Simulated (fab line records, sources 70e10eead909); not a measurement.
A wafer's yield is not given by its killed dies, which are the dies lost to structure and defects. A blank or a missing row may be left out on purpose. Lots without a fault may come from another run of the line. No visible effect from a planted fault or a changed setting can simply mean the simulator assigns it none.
The tool behind it: which one? + flow nand-harc + 12 lots with 35 wafers sampled at 5 steps, on a route of 1302 steps

== WHAT EACH GAUGE READ, for each wafer ==
NHARC_END_SORT_01. Usual: killed-at-array 56, standard deviation 19; killed-at-other 1.0, standard deviation 1.5; killed-at-periphery 3.4, standard deviation 2.4; killed-dies 60, standard deviation 19; killed-open 3.3, standard deviation 1.8; killed-short 2.4, standard deviation 1.7.
| lot  | measured     | on        | killed-at-array | killed-at-other | killed-at-periphery | killed-dies | killed-open | killed-short | flag |
|------|--------------|-----------|-----------------|-----------------|---------------------|-------------|-------------|--------------|------|
| L240 | day 25 06:26 | prober-01 | 33 35 42        | 1 2 2           | 3 4 5               | 37 41 49    | 1 4 6       | 4 0 2        |      |
| L243 | day 27 07:42 | prober-02 | 143 36          | 3 1             | 6 7                 | 152 44      | 5 2         | 3 1          |      |

== WHICH TOOL RAN EACH LOT (tool, then ch and the chambers of the sampled wafers, then the start) ==
| lot  | NHARC_A_CHANNEL_HOLE_D1_ETCH_23  | NHARC_A_CHANNEL_HOLE_D1_ETCH_33  | NHARC_A_CHANNEL_FILL_D1_ALD_16   | NHARC_A_CHANNEL_FILL_D1_STRIP_28   |
|------|----------------------------------|----------------------------------|----------------------------------|------------------------------------|
| L237 | har-etch-01 ch 0,1, day 8 23:02  | har-etch-01 ch 0,1, day 9 01:30  | ald-hk-03 ch 1,2,3, day 9 15:44  | rie-diel-13 ch 0,2,3, day 10 03:57 |
| L238 | har-etch-01 ch 0,1, day 9 06:03  | har-etch-01 ch 0,1, day 9 08:31  | ald-hk-01 ch 2,3, day 9 21:19    | rie-diel-10 ch 0,2,3, day 10 10:58 |
| L240 | har-etch-01 ch 0,1, day 9 21:55  | har-etch-01 ch 0,1, day 10 00:26 | ald-hk-01 ch 0,1,3, day 10 14:41 | rie-diel-08 ch 1,3, day 11 03:42   |
| L241 | har-etch-01 ch 0,1, day 10 11:54 | har-etch-01 ch 0,1, day 10 14:25 | ald-hk-03 ch 0,2, day 11 04:47   | rie-diel-08 ch 1,2,3, day 11 16:55 |
| L243 | har-etch-01 ch 0,1, day 11 04:08 | har-etch-01 ch 0,1, day 11 06:40 | ald-hk-03 ch 1,2, day 11 19:59   | rie-diel-08 ch 1,2, day 12 07:57   |
| L246 | har-etch-01 ch 0,1, day 12 15:09 | har-etch-01 ch 0,1, day 12 17:41 | ald-hk-01 ch 0,1,2, day 13 07:49 | rie-diel-10 ch 0,2,3, day 13 19:44 |
| L247 | har-etch-02 ch 1, day 12 17:23   | har-etch-02 ch 1, day 12 22:26   | ald-hk-04 ch 2,3, day 13 12:49   | rie-diel-10 ch 0,2,3, day 14 00:57 |
| L251 | har-etch-01 ch 0,1, day 14 21:38 | har-etch-01 ch 0,1, day 14 23:55 | ald-hk-04 ch 0,1,2, day 15 16:16 | rie-diel-08 ch 0,2,3, day 16 04:25 |
| L253 | har-etch-01 ch 0,1, day 15 12:25 | har-etch-01 ch 0,1, day 15 14:53 | ald-hk-03 ch 1,2,3, day 16 05:00 | rie-diel-13 ch 0,1,2, day 16 16:56 |
| L254 | har-etch-01 ch 0,1, day 15 20:38 | har-etch-01 ch 0,1, day 15 23:11 | ald-hk-04 ch 0,2,3, day 16 11:38 | rie-diel-08 ch 0,1, day 16 23:28   |
| L257 | har-etch-01 ch 0,1, day 17 03:44 | har-etch-01 ch 0,1, day 17 06:16 | ald-hk-01 ch 0,2,3, day 17 20:38 | rie-diel-13 ch 0,1,3, day 18 08:33 |
| L260 | har-etch-01 ch 0, day 18 07:40   | har-etch-01 ch 0, day 18 10:13   | ald-hk-04 ch 0,1, day 19 00:40   | rie-diel-08 ch 2,3, day 19 13:29   |
- NHARC_A_CHANNEL_HOLE_D1_ETCH_23: etches the open film in C4F8/O2/Ar, time 819 s, target depth 1600 nm.
- NHARC_A_CHANNEL_HOLE_D1_ETCH_33: etches the open film in C4F8/O2/Ar, time 90 s, target depth 400 nm.
- NHARC_A_CHANNEL_FILL_D1_ALD_16: deposits SiO2, target thk 1.5 nm, pulse time 10 s, ald cycles 15.
- NHARC_A_CHANNEL_FILL_D1_STRIP_28: strips in O2, time 20 s.

== WHAT THE TOOLS THEMSELVES READ (means of the sampled wafers that have a number; where no wafer has one, the mark that the record gives instead) ==
NHARC_A_CHANNEL_HOLE_D1_ETCH_23. Usual: drypump-motor-current-A 5.85 A, standard deviation 0.27; showerhead-plenum-p-Torr 3.58 Torr, standard deviation 0.15; throttle-valve-pct 32.156 %, standard deviation 0.01.
| lot  | tool        | drypump-motor-current-A (A) | showerhead-plenum-p-Torr (Torr) | throttle-valve-pct (%) | flag |
|------|-------------|-----------------------------|---------------------------------|------------------------|------|
| L237 | har-etch-01 | 6.05                        | 3.60                            | 32.147                 |      |
| L238 | har-etch-01 | 6.04                        | 3.60                            | 32.146                 |      |
| L240 | har-etch-01 | 6.10                        | 3.66                            | 32.167                 |      |
| L241 | har-etch-01 | 6.04                        | 3.59                            | 32.156                 |      |
| L243 | har-etch-01 | 6.07                        | 3.62                            | 32.156                 |      |
| L246 | har-etch-01 | 6.06                        | 3.64                            | 32.165                 |      |
| L247 | har-etch-02 | 5.46                        | 3.45                            | 32.170                 |      |
| L251 | har-etch-01 | 6.04                        | 3.55                            | 32.160                 |      |
| L253 | har-etch-01 | 6.02                        | 3.55                            | 32.157                 |      |
| L254 | har-etch-01 | 6.04                        | 3.55                            | 32.150                 |      |
| L257 | har-etch-01 | 6.05                        | 3.61                            | 32.170                 |      |
| L260 | har-etch-01 | 6.01                        | 3.47                            | 32.166                 |      |

NHARC_A_CHANNEL_HOLE_D1_ETCH_33. Usual: drypump-motor-current-A 5.85 A, standard deviation 0.27; showerhead-plenum-p-Torr 3.62 Torr, standard deviation 0.16; throttle-valve-pct 27.619 %, standard deviation 0.0089.
| lot  | tool        | drypump-motor-current-A (A) | showerhead-plenum-p-Torr (Torr) | throttle-valve-pct (%) | flag |
|------|-------------|-----------------------------|---------------------------------|------------------------|------|
| L237 | har-etch-01 | 6.03                        | 3.64                            | 27.617                 |      |
| L238 | har-etch-01 | 6.03                        | 3.64                            | 27.620                 |      |
| L240 | har-etch-01 | 6.08                        | 3.69                            | 27.609                 |      |
| L241 | har-etch-01 | 6.02                        | 3.63                            | 27.623                 |      |
| L243 | har-etch-01 | 6.06                        | 3.65                            | 27.625                 |      |
| L246 | har-etch-01 | 6.09                        | 3.67                            | 27.620                 |      |
| L247 | har-etch-02 | 5.45                        | 3.48                            | 27.613                 |      |
| L251 | har-etch-01 | 6.06                        | 3.59                            | 27.625                 |      |
| L253 | har-etch-01 | 6.04                        | 3.59                            | 27.620                 |      |
| L254 | har-etch-01 | 6.04                        | 3.58                            | 27.612                 |      |
| L257 | har-etch-01 | 6.09                        | 3.64                            | 27.617                 |      |
| L260 | har-etch-01 | 6.01                        | 3.50                            | 27.625                 |      |

NHARC_A_CHANNEL_FILL_D1_ALD_16. Usual: heater-power-outer-w 264 W, standard deviation 34; heater-power-w 468 W, standard deviation 54; precursor-pulse-height-rel 0.999, standard deviation 0.02.
| lot  | tool      | heater-power-outer-w (W) | heater-power-w (W) | precursor-pulse-height-rel | flag |
|------|-----------|--------------------------|--------------------|----------------------------|------|
| L237 | ald-hk-03 | 284                      | 506                | 1.008                      |      |
| L238 | ald-hk-01 | 308                      | 520                | 1.001                      |      |
| L240 | ald-hk-01 | 286                      | 488                | 1.017                      |      |
| L241 | ald-hk-03 | 241                      | 460                | 0.995                      |      |
| L243 | ald-hk-03 | 262                      | 460                | 0.990                      |      |
| L246 | ald-hk-01 | 276                      | 476                | 1.008                      |      |
| L247 | ald-hk-04 | 245                      | 445                | 1.000                      |      |
| L251 | ald-hk-04 | 243                      | 449                | 0.986                      |      |
| L253 | ald-hk-03 | 271                      | 492                | 0.987                      |      |
| L254 | ald-hk-04 | 257                      | 443                | 1.000                      |      |
| L257 | ald-hk-01 | 264                      | 471                | 1.013                      |      |
| L260 | ald-hk-04 | 252                      | 449                | 1.004                      |      |

NHARC_A_CHANNEL_FILL_D1_STRIP_28. Usual: drypump-motor-current-A 6.0 A, standard deviation 0.36; oes-product-au 1.002 a.u., standard deviation 0.0089; rf-vpp-V 57.9 V, standard deviation 0.82; showerhead-plenum-p-Torr 3.56 Torr, standard deviation 0.15; throttle-valve-pct 17.037 %, standard deviation 0.0099.
| lot  | tool        | drypump-motor-current-A (A) | oes-product-au (a.u.) | rf-vpp-V (V) | showerhead-plenum-p-Torr (Torr) | throttle-valve-pct (%) | flag |
|------|-------------|-----------------------------|-----------------------|--------------|---------------------------------|------------------------|------|
| L237 | rie-diel-13 | 6.0                         | 1.010                 | 57.7         | 3.66                            | 17.042                 |      |
| L238 | rie-diel-10 | 6.0                         | 0.987                 | 58.0         | 3.62                            | 17.026                 |      |
| L240 | rie-diel-08 | 5.7                         | 1.000                 | 58.2         | 3.55                            | 17.025                 |      |
| L241 | rie-diel-08 | 5.7                         | 1.009                 | 58.0         | 3.59                            | 17.030                 |      |
| L243 | rie-diel-08 | 5.3                         | 0.998                 | 58.1         | 3.50                            | 17.038                 |      |
| L246 | rie-diel-10 | 6.0                         | 0.997                 | 57.5         | 3.62                            | 17.028                 |      |
| L247 | rie-diel-10 | 6.0                         | 0.997                 | 58.0         | 3.62                            | 17.040                 |      |
| L251 | rie-diel-08 | 5.8                         | 1.007                 | 57.8         | 3.56                            | 17.031                 |      |
| L253 | rie-diel-13 | 6.1                         | 1.001                 | 57.4         | 3.56                            | 17.035                 |      |
| L254 | rie-diel-08 | 5.5                         | 1.004                 | 57.7         | 3.43                            | 17.040                 |      |
| L257 | rie-diel-13 | 6.2                         | 1.012                 | 58.2         | 3.61                            | 17.039                 |      |
| L260 | rie-diel-08 | 6.0                         | 0.999                 | 58.8         | 3.68                            | 17.034                 |      |

== THE ANSWER, worked out from the rows above alone ==
Rule: a lot is off if the mean of its wafers that have a number lies more than 3 standard deviations from the usual mean. A lot without any number at a reading at which 4 lots or more have one is off too. Where the step has rows for the other lots, those lots are counted as sound. Order of review: gauges by route order, followed by the tools' own readings, for which a lot's mean as printed above is used. The first step at which some lot is off is used, and at that step the reading that is off furthest; a lot without a number counts as furthest.
None of the lots is off at any reading shown; this tells nothing.

== WHAT THE SIMULATOR HAD INSERTED ==
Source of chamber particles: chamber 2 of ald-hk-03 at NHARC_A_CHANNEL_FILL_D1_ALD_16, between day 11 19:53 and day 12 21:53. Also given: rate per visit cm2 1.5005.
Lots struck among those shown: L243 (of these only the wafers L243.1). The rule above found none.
